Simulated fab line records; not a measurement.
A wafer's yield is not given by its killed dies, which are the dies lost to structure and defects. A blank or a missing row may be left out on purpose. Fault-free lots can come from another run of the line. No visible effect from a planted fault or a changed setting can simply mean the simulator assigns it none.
fab line records	flow nand_harc
record: lots: 6	wafers: 16	last_day: 24
route steps=1159 shown P_BONDPAD@375 A_START@389 A_ZERO_WELL@390 A_SOURCE_PLATE@413 THIN_TSV@1101 END@1159
lots untouched by any fault: they come from a run of this same line in which no faults occurred
start_h: start of the lot's first displayed wafer, in hours after the record's first day	wait_h: how many hours have passed since the lot's step before this one	" as in the row above	L1.1+2: one row covering several wafers at once	- no value present, or no start provided	* or withheld: withheld	< > ~ a bound
route shown NAME@n: a module of which the file shows steps, and the number in the route of the first	usual: mean/standard deviation taken from wafers without a fault	same: alike in all rows	chamber/n: place in a boat	sites: readings site by site	_std_site: the values' standard deviation	_edge_site: outer sites' mean less inner sites'	radius_mm: how far each site lies from the wafer's centre	mask NAME#n: copy n	behind: the last tool/chamber to shape the wafer	hold: what put the lot on hold/how long, in hours/how the hold closed	device: the transistor (n, p or np) that didn't switch	end of line: the same wafers' tests at the end of the route	step lacking rows: just its recipe	killed: not the wafer's yield, but the dies lost to structure and defects at the first sort	map: a wafer's dies, marking killed ones x, the rest . and places with no die _
set.NAME: the setting that was run; set.NAME@STEP: the one run at that earlier step	model.NAME: the simulator's own value behind a step, which no gauge read
lots seen at some steps along the route; tables by step, rows by wafer
services: from which hour (start_h, from the record's first day; less than 0 if before it) a tool's chamber was out of use, for how many hours, and why
== steps ==
step: NHARC_P_BONDPAD_PRE_CLEAN_26
recipe: time_s: 30	temp_c: 280	gas: H2/He
step: NHARC_P_BONDPAD_PVD_17
recipe: target_thk_a: 50	bias_v: 168.6	power_w: 15000	chamber_pressure_pa: 0.12	time_s: 8.06	substrate_temp_c: 50	material: TaN
step: NHARC_P_BONDPAD_PVD_27
recipe: target_thk_a: 300	chamber_pressure_pa: 5	power_w: 5000	substrate_temp_c: 30	time_s: 20.49	material: Cu
step: NHARC_P_BONDPAD_ECD_18
recipe: target_thk_a: 4000	bath_temp_c: 25	material: Cu
step: NHARC_P_BONDPAD_ANNEAL_28
recipe: temp_c: 225	time_s: 90
usual: anneal_temp_c_max: 226.8/0.49	wafer_temp_C_max: 225.73/0.23
same: time_s: 90
lot.wafer	tool	chamber	start_h	wait_h	anneal_temp_c_max	wafer_temp_C_max
L208.1	rtp_anneal-02	0	129.90	-	226.4	225.96
L208.3	"	0	"	"	226.5	225.75
L208.4	"	0	"	"	226.4	225.84
L209.2	rtp_anneal-01	0	141.27	-	227.3	225.56
L209.3	"	0	"	"	227.4	225.83
L209.4	"	0	"	"	227.4	225.37
L211.1	rtp_anneal-02	0	148.03	-	226.2	225.72
L211.4	"	0	"	"	226.6	225.49
L211.6	"	0	"	"	226.8	225.81
L215.2	rtp_anneal-01	0	179.02	0.4	227.2	225.61
L215.3	"	0	"	"	226.6	225.81
L215.5	"	0	"	"	227.9	225.74
L218.2	rtp_anneal-01	0	189.54	0.4	226.6	225.34
L229.4	rtp_anneal-01	0	254.12	-	226.8	225.66
L229.5	"	0	"	"	226.8	225.85
L229.6	"	0	"	"	227.3	225.70
step: NHARC_P_BONDPAD_CMP_19
recipe: t_overpolish_s: 30	cu_recess_touch_s: 16	target_thk_nm: 160.81
usual: motor_current_A: 12.0/1.7	overpolish_run_s: 30.000/0.0095
lot.wafer	tool	chamber	start_h	wait_h	motor_current_A	overpolish_run_s
L208.3	cmp-03	2	130.24	-	12.4	29.980
L208.1	"	0	"	"	13.8	30.008
L208.4	"	1	"	"	11.8	30.009
L209.4	cmp-03	0	141.56	-	14.1	30.010
L209.2	"	1	"	"	11.7	29.991
L209.3	"	2	"	"	13.0	30.008
L211.1	cmp-03	1	148.41	-	10.7	29.987
L211.4	"	2	"	"	12.0	30.003
L211.6	"	0	"	"	13.9	29.986
L215.3	cmp-02	3	179.34	-	11.2	29.998
L215.2	"	1	"	"	14.4	29.984
L215.5	"	3	"	"	10.9	29.988
L218.2	cmp-04	2	189.89	-	10.0	30.005
L229.4	cmp-04	1	254.37	-	9.3	29.994
L229.6	"	3	"	"	10.9	30.017
L229.5	"	0	"	"	12.5	30.002
step: NHARC_P_BONDPAD_THK_MEAS_20
recipe: thk_meas_gauge: xrf
usual: thk_nm: 160.8/1.4
lot.wafer	tool	chamber	start_h	wait_h	thk_nm
L208.1	film_metro-02	-	130.57	-	158.4
L208.3	"	-	"	"	158.2
L208.4	"	-	"	"	160.2
L209.2	film_metro-01	-	141.89	-	161.4
L209.3	"	-	"	"	162.9
L209.4	"	-	"	"	160.9
L211.1	film_metro-02	-	148.70	-	159.4
L211.4	"	-	"	"	159.9
L211.6	"	-	"	"	161.7
L215.2	film_metro-02	-	179.63	-	160.6
L215.3	"	-	"	"	161.1
L215.5	"	-	"	"	160.5
L218.2	film_metro-02	-	190.18	-	163.8
L229.4	film_metro-01	-	254.63	-	161.7
L229.5	"	-	"	"	161.4
L229.6	"	-	"	"	162.3
step: NHARC_P_BONDPAD_SRD_21
recipe: time_s: 30	temp_c: 23	dry_time_s: 20	spin_rpm: 1500
step: NHARC_P_BONDPAD_INSPECT_23
usual: raw_defect_count: 353/120
lot.wafer	tool	chamber	start_h	wait_h	raw_defect_count
L208.1	defect_inspect-02	-	130.79	0.0	577
L208.3	"	-	"	"	504
L208.4	"	-	"	"	314
L209.2	defect_inspect-01	-	142.11	0.0	251
L209.3	"	-	"	"	306
L209.4	"	-	"	"	405
L211.1	defect_inspect-02	-	148.93	0.0	674
L211.4	"	-	"	"	372
L211.6	"	-	"	"	423
L215.2	defect_inspect-01	-	179.87	0.0	342
L215.3	"	-	"	"	255
L215.5	"	-	"	"	263
L218.2	defect_inspect-01	-	190.41	0.0	469
L229.4	defect_inspect-02	-	254.87	0.0	528
L229.5	"	-	"	"	684
L229.6	"	-	"	"	439
step: NHARC_P_BONDPAD_ACTIVATE_29
recipe: time_s: 60	n2_flow_sccm: 200	ar_flow_sccm: 0	bias_power_w: 0	chemistry: N2
usual: drypump_motor_current_A: 5.9/0.6	oes_product_au: 1.002/0.0082	rf_vpp_V: 64.4/0.84	showerhead_plenum_p_Torr: 1.81/0.059
same: time_s: 60
lot.wafer	tool	chamber	start_h	wait_h	drypump_motor_current_A	oes_product_au	rf_hours_counter_h	rf_vpp_V	showerhead_plenum_p_Torr
L208.4	rie_diel-05	0	130.85	0.1	6.2	0.994	12	64.5	1.84
L208.1	"	1	"	"	6.6	0.994	13	66.4	1.89
L208.3	"	2	"	"	5.0	1.010	13	65.1	1.78
L209.4	rie_diel-05	0	142.18	0.1	6.2	0.994	13	64.5	1.84
L209.3	"	1	"	"	6.6	1.006	14	63.9	1.89
L209.2	"	2	"	"	5.0	1.012	15	64.5	1.78
L211.1	rie_diel-05	3	149.01	0.1	5.7	1.007	14	65.9	1.82
L211.4	"	1	"	"	6.6	1.010	14	64.4	1.89
L211.6	"	2	"	"	5.0	1.012	-	64.4	1.78
L215.2	rie_diel-05	0	179.98	0.1	6.2	0.991	1	64.5	1.84
L215.3	"	2	"	"	5.0	1.010	0	64.8	1.78
L215.5	"	3	"	"	5.6	0.996	-	65.8	1.82
L218.2	rie_diel-05	0	190.51	0.1	6.2	0.998	2	64.9	1.84
L229.4	rie_diel-05	1	254.98	0.1	6.6	1.004	-	65.3	1.89
L229.5	"	2	"	"	5.0	1.005	-	64.2	1.78
L229.6	"	3	"	"	5.6	1.003	-	63.4	1.82
step: NHARC_P_BONDPAD_PRECLEAN_30
recipe: time_s: 300	temp_c: 23	chemistry: DIW
same: time_s: 300
lot.wafer	tool	chamber	start_h	wait_h
L208.1+4+3	wet_bench-08	5,0,1	131.02	0.1
L209.2+4+3	wet_bench-10	0,1,4	142.34	0.1
L211.1+6+4	wet_bench-10	2,3,5	149.18	0.2
L215.2+5+3	wet_bench-10	3,6,7	180.12	0.1
L218.2	wet_bench-10	3	190.64	0.1
L229.5+4+6	wet_bench-08	5,0,1	255.11	0.1
step: NHARC_P_BONDPAD_SRD_31
recipe: time_s: 30	temp_c: 23	dry_time_s: 20	spin_rpm: 1500
step: NHARC_A_START_INSPECT_01
usual: raw_defect_count: 3.3/1.7
lot.wafer	tool	chamber	start_h	wait_h	raw_defect_count
L208.1	defect_inspect-01	-	131.26	-	6
L208.3	"	-	"	"	5
L208.4	"	-	"	"	5
L209.2	defect_inspect-02	-	142.58	-	2
L209.3	"	-	"	"	3
L209.4	"	-	"	"	5
L211.1	defect_inspect-02	-	149.40	-	2
L211.4	"	-	"	"	1
L211.6	"	-	"	"	1
L215.2	defect_inspect-01	-	180.39	-	5
L215.3	"	-	"	"	5
L215.5	"	-	"	"	2
L218.2	defect_inspect-01	-	190.88	-	1
L229.4	defect_inspect-01	-	255.37	-	6
L229.5	"	-	"	"	4
L229.6	"	-	"	"	1
step: NHARC_A_ZERO_WELL_PRECLEAN_00
recipe: time_s: 600	temp_c: 120	chemistry: SPM
step: NHARC_A_ZERO_WELL_SRD_01
step: NHARC_A_ZERO_WELL_DEHYDRATE_02
recipe: temp_c: 150	time_s: 120
step: NHARC_A_ZERO_WELL_HMDS_03
recipe: time_s: 30
step: NHARC_A_ZERO_WELL_COAT_18
recipe: temp_c: 200	time_s: 65
step: NHARC_A_ZERO_WELL_COAT_04
recipe: spin_rpm: 2000	resist_thk_nm: 600
step: NHARC_A_ZERO_WELL_SOFTBAKE_05
recipe: temp_c: 125	time_s: 70
step: NHARC_A_ZERO_WELL_EBR_06
step: NHARC_A_ZERO_WELL_EXPOSE_07
recipe: na: 0.55	dose_mj: 33.85	mask_id: A_ZERO
step: NHARC_A_ZERO_WELL_PEB_08
recipe: peb_temp_c: 128	peb_time_s: 80
step: NHARC_A_ZERO_WELL_DEVELOP_09
recipe: time_s: 50	dev_temp_c: 22
step: NHARC_A_ZERO_WELL_CD_MEAS_10
recipe: target_cd_nm: 2000	landing_energy_ev: 500
usual: cd_nm: 2000.9/1.8
lot.wafer	tool	chamber	start_h	wait_h	cd_nm
L208.1	cd_sem-03	0	132.18	-	1999.9
L208.3	"	0	"	"	2000.1
L208.4	"	0	"	"	1997.5
L209.2	cd_sem-02	0	143.49	-	2001.6
L209.3	"	0	"	"	2002.2
L209.4	"	0	"	"	1999.8
L211.1	cd_sem-02	0	150.20	-	2003.1
L211.4	"	0	"	"	1998.5
L211.6	"	0	"	"	2002.0
L215.2	cd_sem-03	0	181.23	-	2000.6
L215.3	"	0	"	"	2000.2
L215.5	"	0	"	"	2001.4
L218.2	cd_sem-02	0	191.59	-	1999.4
L229.4	cd_sem-01	0	256.22	-	1997.7
L229.5	"	0	"	"	2001.2
L229.6	"	0	"	"	1997.6
step: NHARC_A_ZERO_WELL_HARDBAKE_11
recipe: temp_c: 118	time_s: 65
step: NHARC_A_ZERO_WELL_DESCUM_12
recipe: time_s: 3	o2_flow_sccm: 200	ar_flow_sccm: 0	bias_power_w: 0	chemistry: O2
usual: drypump_motor_current_A: 5.70/0.27	oes_product_au: 0.998/0.011	rf_vpp_V: 58.0/0.96	showerhead_plenum_p_Torr: 1.96/0.081	throttle_valve_pct: 11.312/0.0088
same: time_s: 3
lot.wafer	tool	chamber	start_h	wait_h	drypump_motor_current_A	oes_product_au	rf_hours_counter_h	rf_vpp_V	showerhead_plenum_p_Torr	throttle_valve_pct
L208.1	rie_diel-02	1	132.33	-	5.78	0.992	10	58.3	1.87	11.325
L208.3	"	2	"	"	5.74	1.018	10	57.6	2.04	11.309
L208.4	"	3	"	"	5.79	0.997	11	58.6	2.06	11.313
L209.4	rie_diel-02	2	143.65	-	5.71	1.012	11	58.9	2.04	11.322
L209.3	"	0	"	"	5.51	0.999	12	57.4	1.88	11.307
L209.2	"	1	"	"	5.76	1.004	11	58.5	1.87	11.306
L211.4	rie_diel-02	2	150.38	-	5.75	1.014	12	58.4	2.04	11.324
L211.1	"	3	"	"	5.82	0.995	12	60.8	2.06	11.322
L211.6	"	0	"	"	5.46	0.995	-	58.7	1.88	11.322
L215.2	rie_diel-02	1	181.39	-	5.79	1.000	2	55.5	1.87	11.299
L215.3	"	0	"	"	5.51	0.991	2	60.1	1.88	11.314
L215.5	"	1	"	"	5.76	0.995	-	57.7	1.87	11.296
L218.2	rie_diel-02	1	191.77	-	5.77	1.001	2	58.0	1.87	11.321
L229.4	rie_diel-02	3	256.38	-	5.82	0.978	7	57.8	2.06	11.319
L229.6	"	2	"	"	5.71	1.009	-	58.5	2.04	11.317
L229.5	"	3	"	"	5.84	0.981	-	59.3	2.06	11.290
step: NHARC_A_ZERO_WELL_ETCH_19
recipe: target_depth_a: 800	overetch_a: 240	time_s: 87.88	ion_energy_ev: 200	n2_flow_sccm: 150	h2_flow_sccm: 150	ar_flow_sccm: 0	rf_w: 400	bias_w: 150	chemistry: N2/H2
step: NHARC_A_ZERO_WELL_ETCH_13
recipe: target_depth_a: 1200	time_s: 40.1	hbr_flow_sccm: 150	cl2_flow_sccm: 50	rf_w: 400	icp_w: 400	bias_w: 100	chemistry: HBr/Cl2
step: NHARC_A_ZERO_WELL_STRIP_14
recipe: time_s: 900	temp_c: 130	chemistry: SPM
step: NHARC_A_ZERO_WELL_IMPLANT_15
recipe: energy_kev: 150	dose_cm2: 1e+13	tilt_deg: 7
step: NHARC_A_ZERO_WELL_PRECLEAN_22
recipe: time_s: 60	temp_c: 50	bath_age_min: 0	chemistry: SC1
step: NHARC_A_ZERO_WELL_SRD_23
step: NHARC_A_ZERO_WELL_RTA_16
recipe: temp_c: 1000	time_s: 10
usual: anneal_temp_c_max: 1007.6/2.3	lamp_power_pct: 26.0/2.9	lamp_zone_7_pct: 26.4/2.9	wafer_temp_C_max: 1003.1/0.96
same: time_s: 10
lot.wafer	tool	chamber	start_h	wait_h	anneal_temp_c_max	lamp_power_pct	lamp_zone_7_pct	wafer_temp_C_max
L208.1	rtp_anneal-02	0	133.57	-	1006.8	23.2	23.6	1003.0
L208.3	"	0	"	"	1007.2	23.2	23.5	1004.9
L208.4	"	0	"	"	1006.2	23.2	23.5	1005.5
L209.2	rtp_anneal-01	0	145.15	-	1008.5	28.9	29.3	1002.8
L209.3	"	0	"	"	1009.7	28.9	29.3	1002.7
L209.4	"	0	"	"	1008.4	29.0	29.3	1002.7
L211.1	rtp_anneal-02	0	151.58	-	1005.6	23.2	23.5	1004.9
L211.4	"	0	"	"	1006.4	23.2	23.5	1003.5
L211.6	"	0	"	"	1005.8	23.1	23.5	1004.4
L215.2	rtp_anneal-02	0	182.54	-	1005.5	23.1	23.5	1005.1
L215.3	"	0	"	"	1004.5	23.1	23.5	1002.8
L215.5	"	0	"	"	1004.9	23.1	23.5	1003.9
L218.2	rtp_anneal-01	0	193.12	-	1008.5	28.9	29.3	1001.1
L229.4	rtp_anneal-01	0	257.61	-	1011.2	28.9	29.4	1002.3
L229.5	"	0	"	"	1008.7	28.9	29.4	1001.9
L229.6	"	0	"	"	1011.1	28.9	29.4	1002.8
step: NHARC_A_ZERO_WELL_INSPECT_17
usual: raw_defect_count: 10/5.5
lot.wafer	tool	chamber	start_h	wait_h	raw_defect_count
L208.1	defect_inspect-02	-	133.80	0.2	2
L208.3	"	-	"	"	29
L208.4	"	-	"	"	15
L209.2	defect_inspect-01	-	145.32	0.1	3
L209.3	"	-	"	"	5
L209.4	"	-	"	"	4
L211.1	defect_inspect-01	-	151.78	0.2	13
L211.4	"	-	"	"	15
L211.6	"	-	"	"	27
L215.2	defect_inspect-02	-	182.71	0.1	5
L215.3	"	-	"	"	9
L215.5	"	-	"	"	8
L218.2	defect_inspect-02	-	193.29	0.1	3
L229.4	defect_inspect-01	-	257.73	0.1	20
L229.5	"	-	"	"	11
L229.6	"	-	"	"	13
step: NHARC_A_SOURCE_PLATE_PRECLEAN_00
recipe: time_s: 60	chemistry: HF-LAST
step: NHARC_A_SOURCE_PLATE_SRD_01
step: NHARC_A_SOURCE_PLATE_OXIDE_02
recipe: target_thk_a: 100	temp_c: 900	ox_time_s: 1362	material: SiO2
step: NHARC_A_SOURCE_PLATE_THK_MEAS_09
recipe: thk_meas_gauge: ellipsometry
usual: thk_nm: 9.8/1.1
lot.wafer	tool	chamber	start_h	wait_h	thk_nm
L208.1	film_metro-01	-	138.32	0.4	10.7
L208.3	"	-	"	"	9.3
L208.4	"	-	"	"	12.2
L209.2	film_metro-02	-	152.68	0.4	8.8
L209.3	"	-	"	"	9.2
L209.4	"	-	"	"	9.4
L211.1	film_metro-01	-	158.92	0.4	10.5
L211.4	"	-	"	"	9.0
L211.6	"	-	"	"	9.5
L215.2	film_metro-01	-	187.95	0.4	9.6
L215.3	"	-	"	"	11.5
L215.5	"	-	"	"	10.1
L218.2	film_metro-02	-	200.70	0.4	11.7
L229.4	film_metro-02	-	264.84	0.4	10.4
L229.5	"	-	"	"	8.1
L229.6	"	-	"	"	11.1
step: NHARC_THIN_TSV_GRIND_00
recipe: target_thk_um: 6
usual: motor_current_A: 12.001/0.023
lot.wafer	tool	chamber	start_h	wait_h	hold	motor_current_A
L208.1	grinder-01	0	423.57	0.1	-	11.987
L208.3	"	0	"	"	-	12.007
L208.4	"	0	"	"	-	11.957
L209.2	grinder-01	0	438.76	2.7	-	12.047
L209.3	"	0	"	"	-	11.973
L209.4	"	0	"	"	-	12.007
L211.1	grinder-01	0	440.96	4.9	-	12.034
L211.4	"	0	"	"	-	12.000
L211.6	"	0	"	"	-	11.994
L215.2	grinder-01	0	469.89	3.3	await_dispo/2.9h/release	12.004
L215.3	"	0	"	"	await_dispo/2.9h/release	11.985
L215.5	"	0	"	"	await_dispo/2.9h/release	11.988
L218.2	grinder-01	0	486.74	3.7	await_dispo/2.3h/release	12.014
L229.4	grinder-01	0	552.51	0.7	-	12.034
L229.5	"	0	"	"	-	11.977
L229.6	"	0	"	"	-	12.023
step: NHARC_END_SORT_01
recipe: temp_c: 25
usual: defect_limited_yield: 95.4/1.3	killed_at_array: 27/8	killed_at_other: 0.8/1.2	killed_at_periphery: 3.3/2.3	killed_dies: 31/8.8	killed_open: 3.2/2.1	killed_short: 2.1/1.4	sort_bin_2_pct: 1.4/0.55	sort_bin_3_pct: 0.25/0.2	sort_bin_4_pct: 2.9/0.92	sort_n_pass: 646/8.8	sort_rim_yield_pct: 95.5/2.7	sort_yield_pct: 95.4/1.3
same: gross_dies: 677	sort_bin_5_pct[%]: 0	sort_bin_6_pct[%]: 0	sort_bin_7_pct[%]: 0	sort_bin_8_pct[%]: 0	sort_rim_n_gross: 106.00
lot.wafer	tool	chamber	start_h	wait_h	hold	defect_limited_yield[%]	killed_at_array	killed_at_other	killed_at_periphery	killed_dies	killed_open	killed_short	sort_bin_2_pct[%]	sort_bin_3_pct[%]	sort_bin_4_pct[%]	sort_n_pass	sort_rim_yield_pct[%]	sort_yield_pct[%]
L208.1	prober-02	0	441.03	2.5	-	94.7	27	3	6	36	9	4	2.8	0	2.5	641	95.3	94.7
L208.3	prober-02	0	442.63	3.1	-	93.9	36	4	1	41	4	2	1.5	0.15	4.4	636	99.1	93.9
L208.4	prober-02	0	443.43	3.4	-	96.0	22	3	2	27	6	2	0.9	0	3.1	650	93.4	96.0
L211.1	prober-01	0	461.49	2.5	-	98.1	8	1	4	13	2	2	1.0	0.44	0.4	664	98.1	98.1
L211.4	prober-01	0	463.91	3.4	-	96.6	21	0	2	23	1	1	0.7	0.15	2.5	654	94.3	96.6
L211.6	prober-01	0	465.53	4.0	-	96.0	24	0	3	27	4	1	0.9	0.15	3.0	650	94.3	96.0
L209.2	prober-02	0	462.35	2.8	-	94.7	34	1	1	36	6	0	1.6	0.30	3.4	641	95.3	94.7
L209.3	prober-02	0	463.15	3.1	-	95.1	31	0	2	33	3	1	1.6	0.30	3.0	644	96.2	95.1
L209.4	prober-02	0	463.95	3.4	-	94.8	32	1	2	35	3	0	1.0	0.15	4.0	642	99.1	94.8
L215.2	prober-01	0	494.58	2.8	await_dispo/3.0h/release	90.4	11	0	54	65	4	3	3.5	2.81	3.2	612	86.8	90.4
L215.3	prober-01	0	495.39	3.1	await_dispo/3.0h/release	95.0	27	0	7	34	3	1	1.3	0.30	3.4	643	92.5	95.0
L215.5	prober-01	0	497.00	3.7	await_dispo/3.0h/release	97.0	18	0	2	20	0	3	1.0	0.15	1.8	657	94.3	97.0
L218.2	prober-02	0	507.38	2.8	await_dispo/1.8h/release	90.5	15	0	49	64	3	2	4.0	2.36	3.1	613	84.0	90.5
L229.4	prober-01	0	571.70	3.4	-	93.1	43	0	4	47	3	1	2.2	0.44	4.3	630	86.8	93.1
L229.5	prober-01	0	572.50	3.7	-	91.9	48	0	7	55	0	3	2.4	0.44	5.3	622	93.4	91.9
L229.6	prober-01	0	573.30	4.0	-	92.5	41	0	10	51	2	1	2.5	0.30	4.7	626	89.6	92.5
killed by level:class
L208.1 A_CHANNEL_HOLE_D1:chamber_film_flake=8 A_ONON_D1:geometric_particle:short=3 A_CONTACT:chamber_film_flake=3 THIN_TSV:chamber_film_flake=3 P_GATE:geometric_particle:open=2 P_M0:geometric_particle:open=2 A_ONON_D1:geometric_particle:open=2 A_SGD_CUT:geometric_particle:open=2
L208.3 A_CHANNEL_HOLE_D1:chamber_film_flake=16 A_STAIRCASE:chamber_film_flake=4 THIN_TSV:chamber_film_flake=4 A_SLIT:unspecified=3 A_CONTACT:chamber_film_flake=3 A_CONTACT:geometric_particle:open=2 A_SGD_CUT:chamber_film_flake=2 P_M1:geometric_particle:short=1
L208.4 A_CHANNEL_HOLE_D1:chamber_film_flake=7 A_STAIRCASE:chamber_film_flake=5 A_WL_FILL:geometric_particle:open=3 THIN_TSV:chamber_film_flake=3 A_SLIT:chamber_film_flake=2 P_CONTACT:geometric_particle:open=1 P_M2:geometric_particle:open=1 A_ONON_D1:geometric_particle:open=1
L211.1 A_STAIRCASE:chamber_film_flake=4 P_STI:chamber_film_flake=2 P_CONTACT:geometric_particle:short=1 P_M0:geometric_particle:open=1 A_SGD_CUT:geometric_particle:short=1 A_WL_FILL:geometric_particle:open=1 A_SLIT:chamber_film_flake=1 A_BLC:chamber_film_flake=1
L209.2 A_STAIRCASE:chamber_film_flake=7 A_SLIT:chamber_film_flake=7 A_CONTACT:chamber_film_flake=7 A_CHANNEL_FILL_D1:chamber_film_flake=5 A_CONTACT:geometric_particle:open=3 A_CHANNEL_HOLE_D1:chamber_film_flake=2 P_CONTACT:geometric_particle:open=1 A_M0:geometric_particle:open=1
L209.3 A_SGD_CUT:chamber_film_flake=7 A_CONTACT:chamber_film_flake=6 A_CHANNEL_HOLE_D1:chamber_film_flake=5 A_STAIRCASE:chamber_film_flake=4 A_SLIT:chamber_film_flake=3 A_M0:geometric_particle:open=2 A_CHANNEL_FILL_D1:chamber_film_flake=2 A_WL_FILL:geometric_particle:short=1
L211.4 A_SLIT:chamber_film_flake=8 A_STAIRCASE:chamber_film_flake=5 P_STI:chamber_film_flake=2 A_CHANNEL_HOLE_D1:chamber_film_flake=2 A_CONTACT:chamber_film_flake=2 A_WL_FILL:geometric_particle:short=1 A_M0:geometric_particle:open=1 A_CHANNEL_FILL_D1:chamber_film_flake=1
L209.4 A_SLIT:chamber_film_flake=9 A_CONTACT:chamber_film_flake=8 A_STAIRCASE:chamber_film_flake=6 A_CHANNEL_FILL_D1:geometric_particle:open=3 P_ZERO_WELL:chamber_film_flake=2 A_CHANNEL_HOLE_D1:chamber_film_flake=2 A_WL_FILL:chamber_film_flake=2 A_CHANNEL_FILL_D1:chamber_film_flake=1
L211.6 A_SLIT:chamber_film_flake=10 A_STAIRCASE:chamber_film_flake=6 A_CONTACT:chamber_film_flake=2 A_CHANNEL_FILL_D1:geometric_particle:open=1 A_STAIRCASE:geometric_particle:short=1 A_SGD_CUT:geometric_particle:open=1 A_CONTACT:geometric_particle:open=1 A_BLC:geometric_particle:open=1
L215.2 P_BONDPAD:unspecified=49 A_CHANNEL_HOLE_D1:chamber_film_flake=4 A_CONTACT:chamber_film_flake=2 P_STI:geometric_particle:open=1 P_M0:geometric_particle:open=1 P_M1:geometric_particle:short=1 P_M2:geometric_particle:open=1 A_CHANNEL_FILL_D1:geometric_particle:short=1
L215.3 A_SLIT:chamber_film_flake=12 A_CONTACT:chamber_film_flake=5 A_CHANNEL_HOLE_D1:chamber_film_flake=4 P_BONDPAD:chamber_film_flake=3 P_GATE:chamber_film_flake=2 A_ZERO_WELL:chamber_film_flake=2 P_CONTACT:geometric_particle:open=1 A_ONON_D1:geometric_particle:open=1
L215.5 A_SLIT:chamber_film_flake=9 A_CHANNEL_HOLE_D1:chamber_film_flake=3 A_CHANNEL_FILL_D1:chamber_film_flake=2 A_SGD_CUT:geometric_particle:short=1 A_CONTACT:geometric_particle:short=1 A_M0:geometric_particle:short=1 P_GATE:chamber_film_flake=1 P_M1:chamber_film_flake=1
L218.2 P_BONDPAD:unspecified=48 A_CHANNEL_HOLE_D1:chamber_film_flake=4 A_WL_FILL:chamber_film_flake=3 A_CONTACT:chamber_film_flake=3 A_M0:geometric_particle:short=2 P_M1:geometric_particle:open=1 A_CHANNEL_FILL_D1:geometric_particle:open=1 A_BLC:geometric_particle:open=1
L229.4 A_CHANNEL_HOLE_D1:chamber_film_flake=19 A_SLIT:chamber_film_flake=11 A_CONTACT:chamber_film_flake=6 A_STAIRCASE:chamber_film_flake=5 P_CONTACT:geometric_particle:open=1 P_M0:geometric_particle:open=1 A_CHANNEL_FILL_D1:geometric_particle:short=1 A_CONTACT:geometric_particle:open=1
L229.5 A_CHANNEL_HOLE_D1:chamber_film_flake=29 A_SLIT:chamber_film_flake=12 P_M0:chamber_film_flake=4 P_GATE:chamber_film_flake=3 A_CONTACT:chamber_film_flake=3 A_CHANNEL_HOLE_D1:geometric_particle:short=1 A_CHANNEL_FILL_D1:geometric_particle:short=1 A_WL_FILL:geometric_particle:short=1
L229.6 A_CHANNEL_HOLE_D1:chamber_film_flake=17 A_SLIT:chamber_film_flake=14 A_CONTACT:chamber_film_flake=6 P_M0:chamber_film_flake=5 A_STAIRCASE:chamber_film_flake=3 P_GATE:chamber_film_flake=2 P_CONTACT:geometric_particle:open=1 P_M0:geometric_particle:open=1
map L215.2 (x killed, . not)
____________.____________
_________......._________
_______..........._______
______.............______
_____........x......_____
____.................____
____.................____
___...................___
___..........x........___
__....x..........xx....__
__.x...x...............__
_......................._
_......................._
_xxx...................._
_xx...x................._
_xxxx..................._
xxxx........xx...........
xxxxx....................
xxxxxx...x...............
xxxxx....................
xxxxx....................
_xxxx............x......_
_xxxx..................._
_xxxx..................._
_xxx.x.x................_
_xx....................._
__.....................__
__.....................__
___...................___
___...................___
____.................____
____.................____
_____..............._____
______.............______
_______..........._______
_________......._________
____________.____________
map L218.2 (x killed, . not)
____________.____________
_________......._________
_______..........._______
______.............______
_____..............._____
____...............x.____
____.................____
___...................___
___.........x.........___
__.....................__
__...................x.__
_......................._
_...........x..........._
_........x.............._
_xx....................x_
_xxxx..........x........_
xxxxx......x.............
xxxxx..........x.........
xxxxx.............x......
xxxxx....................
xxxxx....................
_xxxx..................._
_xxxxx.........x........_
_xxx...................._
_xxx...................._
_xx...............x....._
__.....................__
__..x..................__
___x..................___
___...x...............___
____.................____
____.................____
_____x.............._____
______.............______
_______..........._______
_________......._________
____________.____________
== services ==
tool	chamber	start_h	hours	kind
grinder-01	-	114.59	0.4	repair
rie_diel-02	-	150.70	9.0	pm
rie_diel-05	1	157.79	10.4	repair
rie_diel-05	-	163.60	9.0	pm
rie_diel-02	-	226.54	1.7	repair
rie_diel-02	3	231.53	11.3	repair
rie_diel-05	0	232.31	7.2	repair
rie_diel-05	0	250.49	7.3	repair
rie_diel-02	3	284.82	7.2	repair
grinder-01	-	296.00	8.0	pm
grinder-01	-	311.82	1.3	repair
grinder-01	-	321.54	3.5	repair
grinder-01	-	327.64	2.0	repair
rie_diel-02	-	327.70	9.0	pm
rie_diel-05	-	340.60	9.0	pm
grinder-01	-	353.84	3.6	repair
rie_diel-02	1	385.90	7.2	repair
rie_diel-05	2	429.54	1.5	repair
grinder-01	-	460.21	3.5	repair
grinder-01	-	497.87	0.4	repair
rie_diel-02	1	501.19	7.4	repair
rie_diel-02	-	504.70	9.0	pm
rie_diel-05	-	517.60	9.0	pm
grinder-01	-	541.94	2.1	repair
== key ==
first_sign: step: NHARC_END_SORT_01	reading: killed_at_periphery	direction: up	sigmas: 21	usual: 3.3	struck: 51.5
effect: step: NHARC_END_SORT_01	reading: defect_limited_yield	direction: down	sigmas: 3.8	usual: 95.4	struck: 90.5
more_kills_born_at: NHARC_P_BONDPAD_PRECLEAN_30@wet_bench-10: 97
met_at NHARC_P_BONDPAD_PRECLEAN_30
struck_wafers L215.2,L218.2
onset_between 149.18 180.12
fault: kind: chamber_particle_source	tool: wet_bench-10	chamber: 3	onset_h: 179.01	steps: NHARC_P_BONDPAD_PRECLEAN_30	rate_per_visit_cm2: 0.81257	end_h: 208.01
